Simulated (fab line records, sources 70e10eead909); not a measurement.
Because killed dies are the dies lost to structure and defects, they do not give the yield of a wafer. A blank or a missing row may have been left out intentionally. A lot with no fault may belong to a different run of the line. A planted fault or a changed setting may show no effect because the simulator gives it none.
fab line records -- flow nand_harc
record: lots: 6, wafers: 18, last_day: 33
route steps=1302 shown HYBRID_BOND@1238 THIN_TSV@1244 END@1302
lots that met no fault: from a run of the same line without faults
start_h: start of the lot's first displayed wafer, in hours after the record's first day -- wait_h: hours from the lot's prior step to this one -- " as in the row above -- L1.1+2: a single row standing in for several wafers -- - no value, or no start was given -- * or withheld: withheld -- < > ~ a bound
route shown NAME@n: a module of which the file shows steps, and the number in the route of the first -- usual: mean/standard deviation taken from wafers without a fault -- same: alike in all rows -- chamber/n: place in a boat -- sites: the reading at each site -- _std_site: standard deviation across them -- _edge_site: the outer-site mean with the inner-site mean subtracted -- radius_mm: how far each site lies from the wafer's centre -- mask NAME#n: copy n -- behind: the most recent tool/chamber to have shaped the wafer -- hold: what put the lot on hold/how long, in hours/how the hold closed -- device: which transistor (n, p or np) failed to switch -- end of line: the tests these same wafers got at the end of their route -- step lacking rows: just its recipe -- killed: not the wafer's yield, but the dies lost to structure and defects at the first sort -- map: the dies of a wafer, with x for killed, . for not killed, _ for no die there
set.NAME: the setting as run; set.NAME@STEP: as run at that earlier step -- model.NAME: the simulator's own value behind a step, which no gauge read
certain route steps with their lots: each step a table, each wafer a row
services: when a tool's chamber went out of use (start_h, in hours from the record's first day, below 0 if earlier), for how many hours, and the reason
== steps ==
step: NHARC_HYBRID_BOND_PRECLEAN_01
recipe: time_s: 300, temp_c: 23, chemistry: DIW
step: NHARC_HYBRID_BOND_SRD_02
recipe: time_s: 30, temp_c: 23, dry_time_s: 20, spin_rpm: 1500
step: NHARC_HYBRID_BOND_BOND_03
recipe: temp_c: 25
step: NHARC_HYBRID_BOND_ANNEAL_04
recipe: temp_c: 300, time_s: 7200, ramp_up_c_per_min: 5, ramp_down_c_per_min: 3, idle_temp_c: 100, pressure_atm: 1
step: NHARC_HYBRID_BOND_OVL_MEAS_05
usual: overlay_x_nm: 5/32, overlay_y_nm: 0/34
lot.wafer,tool,chamber,start_h,wait_h,overlay_x_nm,overlay_y_nm
L500.2,overlay-01,-,640.73,0.4,23,-4
L500.3,overlay-01,-,640.73,0.4,43,7
L500.4,overlay-01,-,640.73,0.4,-55,-63
L501.2,overlay-01,-,668.62,0.4,-38,-19
L501.3,overlay-01,-,668.62,0.4,53,-12
L501.6,overlay-01,-,668.62,0.4,-8,46
L502.1,overlay-01,-,674.93,0.4,17,27
L502.4,overlay-01,-,674.93,0.4,19,19
L502.6,overlay-01,-,674.93,0.4,28,0
L504.3,overlay-01,-,693.39,0.4,54,20
L504.4,overlay-01,-,693.39,0.4,61,-14
L504.5,overlay-01,-,693.39,0.4,81,2
L505.1,overlay-02,-,702.65,0.4,-13,5
L505.3,overlay-02,-,702.65,0.4,16,-44
L505.6,overlay-02,-,702.65,0.4,38,1
L512.2,overlay-01,-,781.19,0.4,-10,24
L512.3,overlay-01,-,781.19,0.4,23,-7
L512.6,overlay-01,-,781.19,0.4,-33,-21
step: NHARC_HYBRID_BOND_INSPECT_06
recipe: inspect_instrument: ir_void
usual: raw_defect_count: 87/32
lot.wafer,tool,chamber,start_h,wait_h,raw_defect_count
L500.2,defect_inspect-02,-,640.79,0.1,97
L500.3,defect_inspect-02,-,640.79,0.1,89
L500.4,defect_inspect-02,-,640.79,0.1,102
L501.2,defect_inspect-02,-,668.67,0.1,25
L501.3,defect_inspect-02,-,668.67,0.1,22
L501.6,defect_inspect-02,-,668.67,0.1,21
L502.1,defect_inspect-02,-,674.99,0.0,123
L502.4,defect_inspect-02,-,674.99,0.0,91
L502.6,defect_inspect-02,-,674.99,0.0,101
L504.3,defect_inspect-02,-,693.44,0.1,96
L504.4,defect_inspect-02,-,693.44,0.1,102
L504.5,defect_inspect-02,-,693.44,0.1,102
L505.1,defect_inspect-02,-,702.70,0.0,84
L505.3,defect_inspect-02,-,702.70,0.0,59
L505.6,defect_inspect-02,-,702.70,0.0,71
L512.2,defect_inspect-01,-,781.24,0.1,133
L512.3,defect_inspect-01,-,781.24,0.1,136
L512.6,defect_inspect-01,-,781.24,0.1,136
step: NHARC_THIN_TSV_GRIND_00
recipe: target_thk_um: 6
usual: motor_current_A: 11.996/0.022
lot.wafer,tool,chamber,start_h,wait_h,motor_current_A
L500.2,grinder-01,0,641.13,0.3,11.979
L500.3,grinder-01,0,641.13,0.3,12.012
L500.4,grinder-01,0,641.13,0.3,12.018
L501.2,grinder-01,0,669.03,0.3,11.946
L501.3,grinder-01,0,669.03,0.3,11.996
L501.6,grinder-01,0,669.03,0.3,11.988
L502.1,grinder-01,0,675.14,0.1,11.976
L502.4,grinder-01,0,675.14,0.1,12.005
L502.6,grinder-01,0,675.14,0.1,11.980
L504.3,grinder-01,0,693.98,0.5,11.984
L504.4,grinder-01,0,693.98,0.5,12.031
L504.5,grinder-01,0,693.98,0.5,12.013
L505.1,grinder-01,0,702.85,0.1,11.962
L505.3,grinder-01,0,702.85,0.1,11.972
L505.6,grinder-01,0,702.85,0.1,12.002
L512.2,grinder-01,0,782.79,1.5,11.994
L512.3,grinder-01,0,782.79,1.5,12.021
L512.6,grinder-01,0,782.79,1.5,12.008
step: NHARC_THIN_TSV_CMP_01
recipe: target_thk_um: 3
usual: motor_current_A: 11.4/0.96, slurry_filter_dp_kPa: 13.47/0.14
lot.wafer,tool,chamber,start_h,wait_h,motor_current_A,slurry_filter_dp_kPa
L500.3,cmp-04,3,642.15,0.6,10.5,13.36
L500.4,cmp-04,0,642.15,0.6,12.4,13.68
L500.2,cmp-04,2,642.15,0.6,11.4,13.55
L501.3,cmp-01,2,670.09,0.7,11.6,13.36
L501.2,cmp-01,0,670.09,0.7,11.4,13.74
L501.6,cmp-01,2,670.09,0.7,11.5,13.47
L502.1,cmp-01,3,676.44,1.1,9.8,13.56
L502.4,cmp-01,0,676.44,1.1,12.0,13.77
L502.6,cmp-01,2,676.44,1.1,11.6,13.56
L504.4,cmp-01,1,694.80,0.4,10.5,13.42
L504.3,cmp-01,2,694.80,0.4,10.9,13.58
L504.5,cmp-01,2,694.80,0.4,11.3,13.74
L505.1,cmp-04,2,704.08,1.0,11.1,13.60
L505.3,cmp-04,3,704.08,1.0,9.9,13.38
L505.6,cmp-04,2,704.08,1.0,11.4,13.37
L512.2,cmp-03,3,783.87,0.9,12.2,13.45
L512.3,cmp-03,0,783.87,0.9,13.1,13.39
L512.6,cmp-03,1,783.87,0.9,11.8,13.83
step: NHARC_THIN_TSV_THK_MEAS_02
recipe: thk_meas_gauge: ir
usual: thk_nm: 2959/280
lot.wafer,tool,chamber,start_h,wait_h,thk_nm
L500.2,film_metro-01,-,642.42,0.2,3220
L500.3,film_metro-01,-,642.42,0.2,3177
L500.4,film_metro-01,-,642.42,0.2,3344
L501.2,film_metro-01,-,670.33,-,3327
L501.3,film_metro-01,-,670.33,-,3491
L501.6,film_metro-01,-,670.33,-,3148
L502.1,film_metro-02,-,676.65,-,3494
L502.4,film_metro-02,-,676.65,-,3309
L502.6,film_metro-02,-,676.65,-,3062
L504.3,film_metro-02,-,695.07,0.2,3453
L504.4,film_metro-02,-,695.07,0.2,2993
L504.5,film_metro-02,-,695.07,0.2,3091
L505.1,film_metro-01,-,704.34,0.2,2989
L505.3,film_metro-01,-,704.34,0.2,3062
L505.6,film_metro-01,-,704.34,0.2,3209
L512.2,film_metro-02,-,784.08,-,2817
L512.3,film_metro-02,-,784.08,-,2551
L512.6,film_metro-02,-,784.08,-,2965
step: NHARC_THIN_TSV_SRD_03
step: NHARC_THIN_TSV_PRECLEAN_41
recipe: time_s: *, temp_c: 50, bath_age_min: 0, chemistry: SC1
step: NHARC_THIN_TSV_SRD_42
step: NHARC_THIN_TSV_DEP_43
recipe: target_thk_a: 13285, temp_c: withheld, pressure_torr: 6.5, rf_w: 900, teos_flow_sccm: 161.4, flow_sccm: 2650, target_thk_nm: 1328.5, gas: O2, material: SiO2
usual: chamber_pressure_Torr: 6.498/0.013, flow_sccm: 2650/6.8, throttle_valve_pct: 16.6/0.43
lot.wafer,tool,chamber,start_h,wait_h,chamber_pressure_Torr,flow_sccm,throttle_valve_pct
L500.2,pecvd-01,0,642.72,-,6.493,2650,16.2
L500.3,pecvd-01,1,642.72,-,6.507,2648,16.5
L500.4,pecvd-01,1,642.72,-,6.494,2658,16.8
L501.3,pecvd-03,2,670.64,-,6.505,2644,17.5
L501.2,pecvd-03,0,670.64,-,6.474,2645,16.5
L501.6,pecvd-03,1,670.64,-,6.527,2658,17.0
L502.1,pecvd-03,1,676.97,-,-,-,-
L502.6,pecvd-03,2,676.97,-,-,-,-
L502.4,pecvd-03,0,676.97,-,-,-,-
L504.3,pecvd-02,2,695.38,-,-,-,-
L504.5,pecvd-02,0,695.38,-,-,-,-
L504.4,pecvd-02,2,695.38,-,-,-,-
L505.1,pecvd-02,1,704.57,-,6.485,2661,16.8
L505.3,pecvd-02,2,704.57,-,6.482,2655,16.6
L505.6,pecvd-02,1,704.57,-,6.483,2659,16.5
L512.2,pecvd-03,0,784.34,-,6.504,2659,16.7
L512.3,pecvd-03,1,784.34,-,6.496,2645,16.9
L512.6,pecvd-03,2,784.34,-,6.501,2653,17.3
step: NHARC_THIN_TSV_DEHYDRATE_04
recipe: temp_c: 150, time_s: 120
step: NHARC_END_SORT_01
recipe: temp_c: 25
usual: defect_limited_yield: 91.4/2.5, killed_at_array: 54/17, killed_at_other: 1.0/1.4, killed_at_periphery: 3.6/2.1, killed_dies: 58/17, killed_open: 3.2/2, killed_short: 2.5/1.5
same: gross_dies: 677
lot.wafer,tool,chamber,start_h,wait_h,defect_limited_yield[%],killed_at_array,killed_at_other,killed_at_periphery,killed_dies,killed_open,killed_short
L500.2,prober-02,0,659.66,2.8,91.9,50,1,4,55,0,5
L500.3,prober-02,0,660.46,3.1,90.8,56,1,5,62,5,2
L500.4,prober-02,0,661.26,3.4,92.2,49,2,2,53,2,2
L501.2,prober-01,0,687.72,2.8,97.2,16,0,3,19,0,1
L501.3,prober-01,0,688.54,3.1,97.0,16,0,4,20,2,0
L501.6,prober-01,0,690.99,4.1,96.6,16,0,7,23,5,0
L502.1,prober-02,0,695.95,2.5,0,78,598,1,677,1,2
L502.4,prober-02,0,698.41,3.5,0,62,611,4,677,5,0
L502.6,prober-02,0,700.05,4.1,0,75,601,1,677,1,2
L504.3,prober-01,0,712.51,3.1,0,72,600,5,677,7,0
L504.4,prober-01,0,713.31,3.4,0,57,611,9,677,9,4
L504.5,prober-01,0,714.11,3.7,0,52,617,8,677,6,3
L505.3,prober-01,0,723.84,3.1,95.0,30,0,4,34,3,2
killed by level:class
L500.2 A_CHANNEL_HOLE_D2:chamber_film_flake=20 A_CHANNEL_HOLE_D1:chamber_film_flake=16 A_SLIT:chamber_film_flake=5 P_GATE:chamber_film_flake=3 A_ONON_D1:geometric_particle:short=2 A_CONTACT:chamber_film_flake=2 A_ONON_D2:geometric_particle:short=1 A_CHANNEL_HOLE_D2:geometric_particle:short=1
L500.3 A_CHANNEL_HOLE_D1:chamber_film_flake=32 A_CHANNEL_HOLE_D2:chamber_film_flake=16 P_CONTACT:geometric_particle:open=2 A_CHANNEL_FILL_D2:chamber_film_flake=2 A_SLIT:chamber_film_flake=2 P_BONDPAD:geometric_particle:open=1 A_ONON_D2:geometric_particle:short=1 A_CHANNEL_HOLE_D2:geometric_particle:open=1
L500.4 A_CHANNEL_HOLE_D2:chamber_film_flake=19 A_CHANNEL_HOLE_D1:chamber_film_flake=13 A_SLIT:chamber_film_flake=5 A_CONTACT:chamber_film_flake=5 A_STAIRCASE:chamber_film_flake=3 A_CHANNEL_FILL_D1:geometric_particle:open=1 A_ONON_D2:geometric_particle:short=1 A_WL_FILL:geometric_particle:open=1
L501.2 A_CHANNEL_HOLE_D1:chamber_film_flake=9 A_STAIRCASE:chamber_film_flake=2 A_BLC:chamber_film_flake=2 P_M1:geometric_particle:short=1 P_STI:chamber_film_flake=1 P_BONDPAD:chamber_film_flake=1 A_ZERO_WELL:chamber_film_flake=1 A_CHANNEL_HOLE_D2:chamber_film_flake=1
L501.3 A_CHANNEL_HOLE_D1:chamber_film_flake=8 P_BONDPAD:chamber_film_flake=3 A_SLIT:chamber_film_flake=2 A_CONTACT:chamber_film_flake=2 A_BLC:chamber_film_flake=2 P_CONTACT:geometric_particle:open=1 A_M0:geometric_particle:open=1 A_CHANNEL_FILL_D2:chamber_film_flake=1
L501.6 A_CHANNEL_HOLE_D1:chamber_film_flake=6 P_BONDPAD:chamber_film_flake=3 P_CONTACT:geometric_particle:open=2 A_WL_FILL:chamber_film_flake=2 A_STAIRCASE:chamber_film_flake=2 A_CONTACT:chamber_film_flake=2 P_GATE:geometric_particle:open=1 A_ONON_D1:geometric_particle:open=1
L502.1 THIN_TSV:area_dep=598 A_CHANNEL_HOLE_D2:chamber_film_flake=31 A_CHANNEL_HOLE_D1:chamber_film_flake=28 A_CHANNEL_FILL_D2:chamber_film_flake=5 A_SGD_CUT:chamber_film_flake=4 A_CONTACT:chamber_film_flake=4 A_WL_FILL:chamber_film_flake=2 P_CONTACT:geometric_particle:short=1
L502.4 THIN_TSV:area_dep=610 A_CHANNEL_HOLE_D1:chamber_film_flake=30 A_CHANNEL_HOLE_D2:chamber_film_flake=20 A_CHANNEL_FILL_D2:chamber_film_flake=3 A_SGD_CUT:chamber_film_flake=3 P_ZERO_WELL:chamber_film_flake=2 A_CONTACT:chamber_film_flake=2 P_CONTACT:geometric_particle:open=1
L502.6 THIN_TSV:area_dep=601 A_CHANNEL_HOLE_D1:chamber_film_flake=36 A_CHANNEL_HOLE_D2:chamber_film_flake=19 A_CONTACT:chamber_film_flake=5 A_CHANNEL_FILL_D2:chamber_film_flake=4 A_SGD_CUT:chamber_film_flake=3 A_SLIT:chamber_film_flake=3 P_CONTACT:geometric_particle:short=1
L504.3 THIN_TSV:area_dep=599 A_CHANNEL_HOLE_D1:chamber_film_flake=31 A_CHANNEL_HOLE_D2:chamber_film_flake=23 A_STAIRCASE:chamber_film_flake=8 P_GATE:chamber_film_flake=3 A_CONTACT:chamber_film_flake=3 A_WL_FILL:geometric_particle:open=2 P_M0:geometric_particle:open=1
L504.4 THIN_TSV:area_dep=611 A_CHANNEL_HOLE_D2:chamber_film_flake=25 A_CHANNEL_HOLE_D1:chamber_film_flake=10 A_STAIRCASE:chamber_film_flake=9 P_CONTACT:geometric_particle:open=4 P_BONDPAD:chamber_film_flake=2 A_CONTACT:chamber_film_flake=2 P_M0:geometric_particle:short=1
L504.5 THIN_TSV:area_dep=617 A_CHANNEL_HOLE_D2:chamber_film_flake=24 A_CHANNEL_HOLE_D1:chamber_film_flake=11 A_STAIRCASE:chamber_film_flake=8 P_M0:geometric_particle:open=3 P_BONDPAD:chamber_film_flake=3 A_CONTACT:chamber_film_flake=3 A_SOURCE_PLATE:geometric_particle:open=1
L505.3 A_CHANNEL_HOLE_D1:chamber_film_flake=10 A_CONTACT:chamber_film_flake=5 P_M1:chamber_film_flake=4 A_SLIT:chamber_film_flake=4 A_STAIRCASE:chamber_film_flake=3 A_ONON_D2:geometric_particle:open=2 A_ONON_D1:geometric_particle:short=1 A_CHANNEL_HOLE_D1:geometric_particle:short=1
map L502.1 (x killed, . not)
____________x____________
_________xxxxxxx_________
_______xxxxxxxxxxx_______
______xxxxxxxxxxxxx______
_____xxxxxxxxxxxxxxx_____
____xxxxxxxxxxxxxxxxx____
____xxxxxxxxxxxxxxxxx____
___xxxxxxxxxxxxxxxxxxx___
___xxxxxxxxxxxxxxxxxxx___
__xxxxxxxxxxxxxxxxxxxxx__
__xxxxxxxxxxxxxxxxxxxxx__
_xxxxxxxxxxxxxxxxxxxxxxx_
_xxxxxxxxxxxxxxxxxxxxxxx_
_xxxxxxxxxxxxxxxxxxxxxxx_
_xxxxxxxxxxxxxxxxxxxxxxx_
_xxxxxxxxxxxxxxxxxxxxxxx_
xxxxxxxxxxxxxxxxxxxxxxxxx
xxxxxxxxxxxxxxxxxxxxxxxxx
xxxxxxxxxxxxxxxxxxxxxxxxx
xxxxxxxxxxxxxxxxxxxxxxxxx
xxxxxxxxxxxxxxxxxxxxxxxxx
_xxxxxxxxxxxxxxxxxxxxxxx_
_xxxxxxxxxxxxxxxxxxxxxxx_
_xxxxxxxxxxxxxxxxxxxxxxx_
_xxxxxxxxxxxxxxxxxxxxxxx_
_xxxxxxxxxxxxxxxxxxxxxxx_
__xxxxxxxxxxxxxxxxxxxxx__
__xxxxxxxxxxxxxxxxxxxxx__
___xxxxxxxxxxxxxxxxxxx___
___xxxxxxxxxxxxxxxxxxx___
____xxxxxxxxxxxxxxxxx____
____xxxxxxxxxxxxxxxxx____
_____xxxxxxxxxxxxxxx_____
______xxxxxxxxxxxxx______
_______xxxxxxxxxxx_______
_________xxxxxxx_________
____________x____________
map L504.3 (x killed, . not)
____________x____________
_________xxxxxxx_________
_______xxxxxxxxxxx_______
______xxxxxxxxxxxxx______
_____xxxxxxxxxxxxxxx_____
____xxxxxxxxxxxxxxxxx____
____xxxxxxxxxxxxxxxxx____
___xxxxxxxxxxxxxxxxxxx___
___xxxxxxxxxxxxxxxxxxx___
__xxxxxxxxxxxxxxxxxxxxx__
__xxxxxxxxxxxxxxxxxxxxx__
_xxxxxxxxxxxxxxxxxxxxxxx_
_xxxxxxxxxxxxxxxxxxxxxxx_
_xxxxxxxxxxxxxxxxxxxxxxx_
_xxxxxxxxxxxxxxxxxxxxxxx_
_xxxxxxxxxxxxxxxxxxxxxxx_
xxxxxxxxxxxxxxxxxxxxxxxxx
xxxxxxxxxxxxxxxxxxxxxxxxx
xxxxxxxxxxxxxxxxxxxxxxxxx
xxxxxxxxxxxxxxxxxxxxxxxxx
xxxxxxxxxxxxxxxxxxxxxxxxx
_xxxxxxxxxxxxxxxxxxxxxxx_
_xxxxxxxxxxxxxxxxxxxxxxx_
_xxxxxxxxxxxxxxxxxxxxxxx_
_xxxxxxxxxxxxxxxxxxxxxxx_
_xxxxxxxxxxxxxxxxxxxxxxx_
__xxxxxxxxxxxxxxxxxxxxx__
__xxxxxxxxxxxxxxxxxxxxx__
___xxxxxxxxxxxxxxxxxxx___
___xxxxxxxxxxxxxxxxxxx___
____xxxxxxxxxxxxxxxxx____
____xxxxxxxxxxxxxxxxx____
_____xxxxxxxxxxxxxxx_____
______xxxxxxxxxxxxx______
_______xxxxxxxxxxx_______
_________xxxxxxx_________
____________x____________
== services ==
tool,chamber,start_h,hours,kind
pecvd-03,1,625.56,7.6,repair
cmp-03,-,627.22,2.7,repair
cmp-03,-,632.49,1.3,repair
cmp-03,-,652.06,4.0,pm
grinder-01,-,666.38,0.6,repair
grinder-01,-,671.46,0.8,repair
pecvd-01,-,673.42,13.0,pm
grinder-01,-,677.88,0.9,repair
cmp-04,-,679.77,0.4,repair
cmp-01,-,679.80,4.0,pm
cmp-01,-,687.98,1.6,repair
cmp-03,-,693.87,5.0,repair
pecvd-03,-,697.37,0.6,repair
pecvd-02,-,698.80,0.7,repair
cmp-04,-,699.00,4.0,pm
grinder-01,-,717.98,1.9,repair
pecvd-03,-,728.43,13.0,pm
cmp-03,-,731.34,0.3,repair
grinder-01,-,736.00,8.0,pm
cmp-04,-,745.59,4.5,repair
pecvd-02,2,747.20,8.0,repair
cmp-03,-,750.06,4.0,pm
pecvd-02,-,770.64,13.0,pm
cmp-01,-,777.80,4.0,pm
== key ==
first_sign: step: NHARC_THIN_TSV_DEP_43, reading: tool_record, direction: missing
effect: step: NHARC_END_SORT_01, reading: killed_at_other, direction: up, sigmas: 99+, usual: 1.0, struck: 606.3
more_kills_born_at: NHARC_THIN_TSV_DEP_43@pecvd-02: 1827, NHARC_THIN_TSV_DEP_43@pecvd-03: 1809
met_at NHARC_THIN_TSV_DEP_43
struck_wafers L502.1,L502.4,L502.6,L504.3,L504.4,L504.5
later_rows_left_out L502.1,L502.4,L502.6,L504.3,L504.4,L504.5
onset_between 670.64 676.97
fault: kind: skipped_step_whole, tool: pecvd-02,pecvd-03, chamber: -, onset_h: 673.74, steps: NHARC_THIN_TSV_DEP_43, scope: struck_lots_only
later_rows_left_out: the simulator's readings of these wafers behind a module that went badly wrong aren't trusted and aren't shown, but for the sort
